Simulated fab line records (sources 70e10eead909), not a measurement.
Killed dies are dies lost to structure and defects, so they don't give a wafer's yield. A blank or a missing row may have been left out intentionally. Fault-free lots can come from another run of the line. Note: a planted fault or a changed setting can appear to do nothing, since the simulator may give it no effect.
fab line records | flow nand-harc
[record] lots = 14 wafers = 42 last-day = 34
route steps=1302 shown P_BONDPAD@386 A_SOURCE_PLATE@420 A_ONON_D1@428 END@1302
lots with no fault: from the same line, run without faults
start-h: start of the lot's first displayed wafer, in hours after the record's first day | wait-h: hours elapsed since this lot's preceding step | " as in the row above | L1.1+2: a single row standing in for several wafers | - no value present, or no start provided | * or withheld: withheld | < > ~ a bound
route shown NAME@n: names a module that has steps shown in the file, with the first one's number in the route | usual: mean/standard deviation of fault-free wafers | same: alike in all rows | chamber/n: place in a boat | sites: per-site readings | _std_site: the values' standard deviation | _edge_site: mean of outer sites minus mean of inner sites | radius-mm: how far each site lies from the wafer's centre | mask NAME#n: copy n | behind: the last tool/chamber to shape the wafer | hold: reason for holding the lot/hours on hold/outcome of the hold | device: transistor that didn't switch, given as n, p or np | end of line: the same wafers' tests at the end of the route | for a step that has no rows: nothing shown but its recipe | killed: count of dies lost to structure and defects at first sort (not the wafer's yield) | map: per-die view of a wafer (x killed, . not killed, _ where there is no die)
set.NAME: the setting that was run; set.NAME@STEP: the one run at that earlier step | model.NAME: the simulator's own value behind a step, which no gauge read
steps of the route over a sample of lots; a table a step, a row a wafer
services: the hour from which a tool's chamber was out of use, counted from the record's first day as start-h (under 0 if before that day), plus the number of hours and why
[[steps]]
[step NHARC_P_BONDPAD_ACTIVATE_29]
[recipe] time-s = 60 n2-flow-sccm = 200 ar-flow-sccm = 0 bias-power-w = 0 chemistry = N2
[usual] drypump-motor-current-A = 5.7/0.46 oes-product-au = 0.999/0.0094 rf-vpp-V = 64.1/0.97 showerhead-plenum-p-Torr = 1.77/0.087
// columns lot.wafer tool chamber start-h wait-h drypump-motor-current-A oes-product-au rf-hours-counter-h rf-vpp-V showerhead-plenum-p-Torr
L348.4 rie-diel-08 0 137.94 0.1 5.7 1.016 6.5 64.4 1.69
L348.1 " 1 " " 5.1 0.992 6.6 63.1 1.70
L348.6 " 3 " " 5.5 0.986 - 64.9 1.90
L349.2 rie-diel-13 3 151.27 0.1 5.9 0.993 3.3 63.9 1.83
L349.6 " 1 " " 5.5 0.996 - 64.2 1.83
L349.5 " 2 " " 5.3 1.006 - 63.5 1.68
L351.4 rie-diel-12 3 166.42 0.1 6.5 0.997 4.8 64.1 1.87
L351.5 " 3 " " 6.5 0.996 - 62.9 1.87
L351.6 " 0 " " 5.9 0.985 - 64.2 1.88
L353.4 rie-diel-12 3 184.94 0.1 6.5 1.000 5.4 64.5 1.87
L353.2 " 0 " " 5.9 1.003 7.1 66.5 1.88
L353.5 " 3 " " 6.5 0.997 - 64.7 1.87
L354.4 rie-diel-12 3 204.76 0.1 6.5 0.988 6.5 64.4 1.87
L354.6 " 0 " " 5.9 0.994 - 66.0 1.88
L354.5 " 1 " " 5.8 1.002 - 64.9 1.81
L356.2 rie-diel-08 3 223.42 0.1 5.5 1.006 1.4 65.7 1.90
L356.1 " 0 " " 5.7 1.006 1.4 63.3 1.69
L356.4 " 0 " " 5.7 1.016 - 64.2 1.69
L358.2 rie-diel-08 2 243.98 0.1 5.1 1.007 2.6 63.1 1.78
L358.3 " 3 " " 5.5 1.001 2.6 62.9 1.90
L358.6 " 1 " " 5.1 0.994 - 65.1 1.70
L360.1 rie-diel-13 2 250.39 0.1 5.4 0.996 2.3 64.4 1.68
L360.2 " 3 " " 5.9 0.993 2.3 65.0 1.83
L360.5 " 3 " " 5.9 0.997 - 65.1 1.83
L361.1 rie-diel-13 2 265.24 0.1 5.4 0.990 2.5 62.5 1.68
L361.5 " 0 " " 6.6 0.992 - 65.3 1.67
L361.6 " 2 " " 5.4 0.981 - 63.0 1.68
L362.1 rie-diel-08 1 291.19 0.1 5.1 1.000 3.2 62.5 1.70
L362.5 " 3 " " 5.5 0.988 - 66.2 1.90
L362.6 " 0 " " 5.7 1.024 - 64.0 1.69
L364.1 rie-diel-08 1 304.45 0.1 5.1 0.999 3.4 63.7 1.70
L364.4 " 0 " " 5.7 1.014 4.9 64.3 1.69
L364.5 " 2 " " 5.1 1.015 - 64.0 1.78
L367.2 rie-diel-08 2 327.54 0.1 5.1 1.008 6.0 63.0 1.78
L367.4 " 3 " " 5.5 0.998 6.0 66.2 1.90
L367.1 " 0 " " 5.7 1.014 6.0 64.2 1.69
L368.2 rie-diel-13 0 332.70 0.1 6.6 0.995 4.4 63.2 1.67
L368.1 " 1 " " 5.5 0.996 3.9 64.2 1.83
L368.5 " 0 " " 6.6 0.995 - 63.4 1.67
L370.2 rie-diel-12 3 360.54 0.1 6.5 1.004 6.4 66.8 1.87
L370.1 " 0 " " 5.9 0.997 6.5 64.4 1.88
L370.6 " 3 " " 6.5 1.009 - 64.2 1.87
[step NHARC_A_SOURCE_PLATE_THK_MEAS_06]
[recipe] thk-meas-gauge = ellipsometry
[usual] thk-nm = 199.7/2.1
// columns lot.wafer tool chamber start-h wait-h thk-nm
L348.1 film-metro-01 - 163.93 0.4 201.2
L348.4 " - " " 202.0
L348.6 " - " " 202.7
L349.2 film-metro-02 - 173.94 0.4 200.4
L349.5 " - " " 200.6
L349.6 " - " " 201.5
L351.4 film-metro-02 - 190.65 0.4 198.0
L351.5 " - " " 195.2
L351.6 " - " " 199.8
L353.2 film-metro-02 - 207.25 0.4 199.7
L353.4 " - " " 204.8
L353.5 " - " " 200.5
L354.4 film-metro-02 - 226.79 0.4 202.1
L354.5 " - " " 198.6
L354.6 " - " " 200.7
L356.1 film-metro-01 - 246.51 0.4 199.0
L356.2 " - " " 197.4
L356.4 " - " " 197.5
L358.2 film-metro-01 - 267.92 0.4 196.6
L358.3 " - " " 197.5
L358.6 " - " " 200.7
L360.1 film-metro-02 - 273.64 0.4 197.9
L360.2 " - " " 200.5
L360.5 " - " " 198.7
L361.1 film-metro-01 - 287.98 0.4 202.8
L361.5 " - " " 202.0
L361.6 " - " " 201.8
L362.1 film-metro-02 - 315.65 0.4 201.8
L362.5 " - " " 200.6
L362.6 " - " " 199.4
L364.1 film-metro-01 - 331.91 0.4 200.6
L364.4 " - " " 202.8
L364.5 " - " " 199.7
L367.1 film-metro-01 - 349.53 0.4 198.8
L367.2 " - " " 199.6
L367.4 " - " " 199.4
L368.1 film-metro-02 - 357.72 0.4 200.5
L368.2 " - " " 202.7
L368.5 " - " " 202.3
L370.1 film-metro-01 - 386.12 0.4 200.9
L370.2 " - " " 199.6
L370.6 " - " " 198.9
[step NHARC_A_ONON_D1_DEP_06]
[recipe] target-thk-a = 10000 n2-flow-sccm = 2750 n2o-flow-sccm = 2000 nh3-flow-sccm = 500 sih4-flow-sccm = 210 temp-c = 400
// columns lot.wafer tool chamber start-h wait-h
L348.1+4+6 pecvd-onon-02 0 165.24 0.1
L349.2+5+6 pecvd-onon-04 0 175.30 0.1
L351.4+5+6 pecvd-onon-01 0 192.08 0.2
L353.2+4+5 pecvd-onon-01 0 208.57 0.1
L354.4+5+6 pecvd-onon-01 0 228.23 0.2
L356.1+2+4 pecvd-onon-02 0 247.82 0.1
L358.2+3+6 pecvd-onon-04 0 269.23 0.1
L360.1+2+5 pecvd-onon-02 0 274.91 0.1
L361.1+5+6 pecvd-onon-04 0 289.23 0.1
L362.1+5+6 pecvd-onon-01 0 316.93 0.1
L364.1+4+5 pecvd-onon-01 0 333.18 0.1
L367.1+2+4 pecvd-onon-01 0 350.85 0.1
L368.1+2+5 pecvd-onon-01 0 359.03 0.1
L370.1+2+6 pecvd-onon-04 0 387.39 0.1
[step NHARC_A_ONON_D1_THK_MEAS_08]
[recipe] thk-meas-gauge = ellipsometry
[usual] thk-nm = 1001/11
// columns lot.wafer tool chamber start-h wait-h thk-nm
L348.1 film-metro-01 - 165.75 - 1016
L348.4 " - " " 1014
L348.6 " - " " 1017
L349.2 film-metro-02 - 175.75 - 989
L349.5 " - " " 988
L349.6 " - " " 990
L351.4 film-metro-02 - 192.41 - 1004
L351.5 " - " " 1005
L351.6 " - " " 1005
L353.2 film-metro-02 - 209.02 - 1001
L353.4 " - " " 1001
L353.5 " - " " 1001
L354.4 film-metro-02 - 228.57 - 1006
L354.5 " - " " 1006
L354.6 " - " " 1005
L356.1 film-metro-01 - 248.33 - 991
L356.2 " - " " 991
L356.4 " - " " 989
L358.2 film-metro-02 - 269.68 - 1001
L358.3 " - " " 999
L358.6 " - " " 1001
L360.1 film-metro-01 - 275.42 - 1001
L360.2 " - " " 1000
L360.5 " - " " 999
L361.1 film-metro-01 - 289.74 - 994
L361.5 " - " " 995
L361.6 " - " " 994
L362.1 film-metro-02 - 317.43 - 966
L362.5 " - " " 966
L362.6 " - " " 968
L364.1 film-metro-02 - 333.69 - 1004
L364.4 " - " " 1004
L364.5 " - " " 1004
L367.1 film-metro-01 - 351.36 - 1001
L367.2 " - " " 1001
L367.4 " - " " 1550
L368.1 film-metro-01 - 359.54 - 1004
L368.2 " - " " 1007
L368.5 " - " " 1558
L370.1 film-metro-01 - 387.91 - 990
L370.2 " - " " 991
L370.6 " - " " 991
[step NHARC_END_SORT_01]
[recipe] temp-c = 25
[usual] killed-at-array = 57/18 killed-at-other = 0.8/1 killed-at-periphery = 3.9/2.8 killed-dies = 62/18 killed-open = 3.4/1.8 killed-short = 2.2/1.6
[same] gross-dies = 677
// columns lot.wafer tool chamber start-h wait-h killed-at-array killed-at-other killed-at-periphery killed-dies killed-open killed-short
L351.4 prober-01 0 590.20 3.4 47 0 3 50 3 1
L351.5 prober-01 0 591.01 3.7 49 1 4 54 6 5
L351.6 prober-01 0 591.81 4.0 58 0 5 63 2 3
L349.2 prober-02 0 596.41 2.8 49 0 5 54 3 2
L349.5 prober-02 0 598.83 3.7 51 0 3 54 4 1
L349.6 prober-02 0 599.64 4.0 50 0 4 54 1 5
L356.1 prober-02 0 653.85 2.5 56 0 8 64 3 1
L356.2 prober-02 0 654.64 2.8 64 0 5 69 3 1
L356.4 prober-02 0 656.21 3.4 57 0 3 60 4 4
L358.2 prober-01 0 669.91 2.8 61 0 2 63 0 2
L358.3 prober-01 0 670.71 3.1 51 1 1 53 1 2
L358.6 prober-01 0 673.11 4.0 57 3 1 61 1 2
L367.1 prober-01 0 756.70 2.5 53 0 6 59 3 0
L367.2 prober-01 0 757.49 2.8 59 1 1 61 2 1
L367.4 prober-01 0 759.07 3.4 674 0 3 677 4 3
L368.1 prober-02 0 775.67 2.5 51 0 1 52 2 2
L368.2 prober-02 0 776.49 2.8 56 2 1 59 4 1
L368.5 prober-02 0 778.94 3.8 670 2 5 677 2 5
// killed by level:class
L351.4 A_CHANNEL_HOLE_D1:chamber-film-flake=31 A_CHANNEL_HOLE_D2:chamber-film-flake=9 A_CHANNEL_FILL_D2:chamber-film-flake=2 A_CONTACT:chamber-film-flake=2 P_M0:geometric-particle:open=1 A_CHANNEL_FILL_D2:geometric-particle:open=1 A_SGD_CUT:geometric-particle:short=1 A_M1:geometric-particle:open=1
L351.5 A_CHANNEL_HOLE_D1:chamber-film-flake=26 A_CHANNEL_HOLE_D2:chamber-film-flake=8 P_GATE:chamber-film-flake=4 A_SGD_CUT:geometric-particle:open=2 A_SOURCE_PLATE:geometric-particle:short=1 A_ONON_D2:geometric-particle:short=1 A_CHANNEL_FILL_D2:geometric-particle:open=1 A_CHANNEL_FILL_D2:geometric-particle:short=1
L351.6 A_CHANNEL_HOLE_D1:chamber-film-flake=34 A_CHANNEL_HOLE_D2:chamber-film-flake=17 P_GATE:chamber-film-flake=3 A_CHANNEL_FILL_D2:chamber-film-flake=2 P_STI:geometric-particle:short=1 A_ONON_D1:geometric-particle:open=1 A_DECK1_JOINT:geometric-particle:short=1 A_CHANNEL_FILL_D2:geometric-particle:open=1
L349.2 A_CHANNEL_HOLE_D2:chamber-film-flake=33 A_CHANNEL_FILL_D1:chamber-film-flake=4 A_CHANNEL_HOLE_D1:chamber-film-flake=3 A_STAIRCASE:chamber-film-flake=3 P_M0:geometric-particle:open=2 P_STI:chamber-film-flake=2 A_M1:chamber-film-flake=2 A_CHANNEL_FILL_D1:geometric-particle:open=1
L349.5 A_CHANNEL_HOLE_D2:chamber-film-flake=32 A_WL_FILL:chamber-film-flake=4 A_CONTACT:chamber-film-flake=4 P_M0:geometric-particle:open=2 A_CHANNEL_HOLE_D1:chamber-film-flake=2 A_CHANNEL_FILL_D1:chamber-film-flake=2 A_STAIRCASE:chamber-film-flake=2 A_M1:chamber-film-flake=2
L349.6 A_CHANNEL_HOLE_D2:chamber-film-flake=32 A_STAIRCASE:chamber-film-flake=4 A_CONTACT:chamber-film-flake=3 A_CHANNEL_HOLE_D2:geometric-particle:short=2 P_STI:chamber-film-flake=2 A_CHANNEL_FILL_D1:chamber-film-flake=2 P_M0:geometric-particle:short=1 A_SOURCE_PLATE:geometric-particle:short=1
L356.1 A_CHANNEL_HOLE_D1:chamber-film-flake=28 A_CHANNEL_HOLE_D2:chamber-film-flake=22 P_M2:chamber-film-flake=4 P_CONTACT:chamber-film-flake=2 A_CONTACT:chamber-film-flake=2 P_GATE:geometric-particle:open=1 A_ONON_D2:geometric-particle:short=1 A_SGD_CUT:geometric-particle:open=1
L356.2 A_CHANNEL_HOLE_D1:chamber-film-flake=35 A_CHANNEL_HOLE_D2:chamber-film-flake=17 P_M2:chamber-film-flake=4 A_CONTACT:chamber-film-flake=3 A_CHANNEL_FILL_D1:geometric-particle:open=2 A_SLIT:chamber-film-flake=2 A_CHANNEL_HOLE_D2:geometric-particle:open=1 A_WL_FILL:geometric-particle:short=1
L356.4 A_CHANNEL_HOLE_D1:chamber-film-flake=28 A_CHANNEL_HOLE_D2:chamber-film-flake=17 A_SLIT:chamber-film-flake=3 A_DECK1_JOINT:geometric-particle:short=2 A_CONTACT:chamber-film-flake=2 P_M0:geometric-particle:open=1 P_M1:geometric-particle:short=1 A_CHANNEL_HOLE_D1:geometric-particle:open=1
L358.2 A_CHANNEL_HOLE_D1:chamber-film-flake=32 A_CHANNEL_HOLE_D2:chamber-film-flake=18 A_CONTACT:chamber-film-flake=7 A_CHANNEL_FILL_D1:geometric-particle:short=1 A_WL_FILL:geometric-particle:short=1 P_ZERO_WELL:chamber-film-flake=1 P_STI:chamber-film-flake=1 A_STAIRCASE:chamber-film-flake=1
L358.3 A_CHANNEL_HOLE_D1:chamber-film-flake=31 A_CHANNEL_HOLE_D2:chamber-film-flake=11 A_CONTACT:chamber-film-flake=3 A_WL_FILL:chamber-film-flake=2 A_CHANNEL_FILL_D1:geometric-particle:short=1 A_WL_FILL:geometric-particle:short=1 A_CONTACT:geometric-particle:open=1 P_GATE:chamber-film-flake=1
L358.6 A_CHANNEL_HOLE_D1:chamber-film-flake=30 A_CHANNEL_HOLE_D2:chamber-film-flake=17 A_WL_FILL:chamber-film-flake=3 A_CONTACT:chamber-film-flake=3 THIN_TSV:chamber-film-flake=3 P_M2:geometric-particle:short=1 A_DECK1_JOINT:geometric-particle:open=1 A_CHANNEL_FILL_D2:geometric-particle:short=1
L367.1 A_CHANNEL_HOLE_D1:chamber-film-flake=35 A_CONTACT:chamber-film-flake=5 A_STAIRCASE:chamber-film-flake=4 P_M2:chamber-film-flake=3 A_SLIT:chamber-film-flake=3 A_ONON_D2:geometric-particle:open=2 P_GATE:chamber-film-flake=2 A_CHANNEL_FILL_D1:geometric-particle:open=1
L367.2 A_CHANNEL_HOLE_D1:chamber-film-flake=34 A_CONTACT:chamber-film-flake=9 A_DECK1_JOINT:chamber-film-flake=3 A_STAIRCASE:chamber-film-flake=3 A_SLIT:chamber-film-flake=3 A_BONDPAD:chamber-film-flake=2 A_CHANNEL_FILL_D1:geometric-particle:short=1 A_M1:geometric-particle:open=1
L367.4 A_ONON_D1:area-dep=622 A_CHANNEL_HOLE_D1:chamber-film-flake=28 A_CONTACT:chamber-film-flake=8 A_SLIT:chamber-film-flake=5 P_M2:chamber-film-flake=3 A_ONON_D1:geometric-particle:short=2 A_M1:geometric-particle:open=2 A_DECK1_JOINT:geometric-particle:open=1
L368.1 A_SLIT:chamber-film-flake=20 A_CHANNEL_HOLE_D1:chamber-film-flake=9 A_STAIRCASE:chamber-film-flake=5 A_CHANNEL_FILL_D2:chamber-film-flake=3 A_CONTACT:chamber-film-flake=3 A_WL_FILL:geometric-particle:short=2 A_DECK1_JOINT:chamber-film-flake=2 A_CHANNEL_HOLE_D2:chamber-film-flake=2
L368.2 A_SLIT:chamber-film-flake=27 A_CHANNEL_HOLE_D1:chamber-film-flake=10 A_STAIRCASE:chamber-film-flake=5 A_CHANNEL_FILL_D2:chamber-film-flake=4 A_CONTACT:chamber-film-flake=3 A_CHANNEL_FILL_D1:chamber-film-flake=2 THIN_TSV:chamber-film-flake=2 P_M1:geometric-particle:open=1
L368.5 A_ONON_D1:area-dep=612 A_SLIT:chamber-film-flake=34 A_CHANNEL_HOLE_D1:chamber-film-flake=5 A_STAIRCASE:chamber-film-flake=5 A_CHANNEL_FILL_D1:chamber-film-flake=2 A_DECK1_JOINT:chamber-film-flake=2 A_CHANNEL_HOLE_D2:chamber-film-flake=2 A_CHANNEL_FILL_D2:chamber-film-flake=2
[[services]]
// columns tool chamber start-h hours kind
rie-diel-08 0 120.80 - clean
pecvd-onon-04 - 130.23 13.0 pm
rie-diel-13 - 165.00 9.0 pm
pecvd-onon-02 - 185.00 13.0 pm
rie-diel-13 - 186.82 0.7 repair
rie-diel-08 2 187.91 11.6 repair
rie-diel-08 - 190.80 9.0 pm
pecvd-onon-01 - 201.38 5.0 repair
pecvd-onon-02 - 207.18 1.4 repair
rie-diel-08 1 219.25 12.2 repair
rie-diel-13 1 255.47 1.3 repair
rie-diel-13 - 262.61 1.1 repair
rie-diel-13 1 264.89 16.2 repair
rie-diel-12 - 268.40 9.0 pm
pecvd-onon-01 - 269.00 13.0 pm
rie-diel-12 3 283.44 5.6 repair
rie-diel-13 1 307.14 4.5 repair
pecvd-onon-04 - 311.23 13.0 pm
rie-diel-13 3 328.66 2.6 repair
rie-diel-13 - 342.00 9.0 pm
rie-diel-08 0 342.49 1.4 repair
pecvd-onon-02 - 366.00 13.0 pm
rie-diel-08 - 367.80 9.0 pm
rie-diel-12 0 383.72 7.1 repair
[[key]]
[first-sign] step = NHARC_A_ONON_D1_THK_MEAS_08 reading = thk-nm direction = up sigmas = 52 usual = 1001 struck = 1554
[effect] step = NHARC_END_SORT_01 reading = killed-dies direction = up sigmas = 34 usual = 62 struck = 677
[more-kills-born-at] NHARC_A_ONON_D1_DEP_06@pecvd-onon-01 = 1234
met-at NHARC_A_ONON_D1_DEP_06
struck-lots L367,L368
struck-wafers L367.4,L368.5
later-rows-left-out L367.4,L368.5
tester-left-out L367,L368
not-acting-at NHARC_P_BONDPAD_ACTIVATE_29,NHARC_A_SOURCE_PLATE_THK_MEAS_06
onset-between 333.18 350.85
[fault] kind = process-parameter-drift tool = pecvd-onon-01 chamber = - onset-h = 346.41 steps = NHARC_A_ONON_D1_DEP_06 channel = target-thk-a offset = * shape = step end-h = 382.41 scope = struck-wafers-only acts-in = * stated = *
// tester-left-out: of these lots the tester's yield and bins aren't shown, on N5 and GAA mostly nor the transistor test; their killed dies are dies lost to structure and defects alone, not to doping, threshold or leakage, so they don't give the yield
// later-rows-left-out: the simulator's readings of these wafers behind a module that went badly wrong aren't trusted and aren't shown, but for the sort
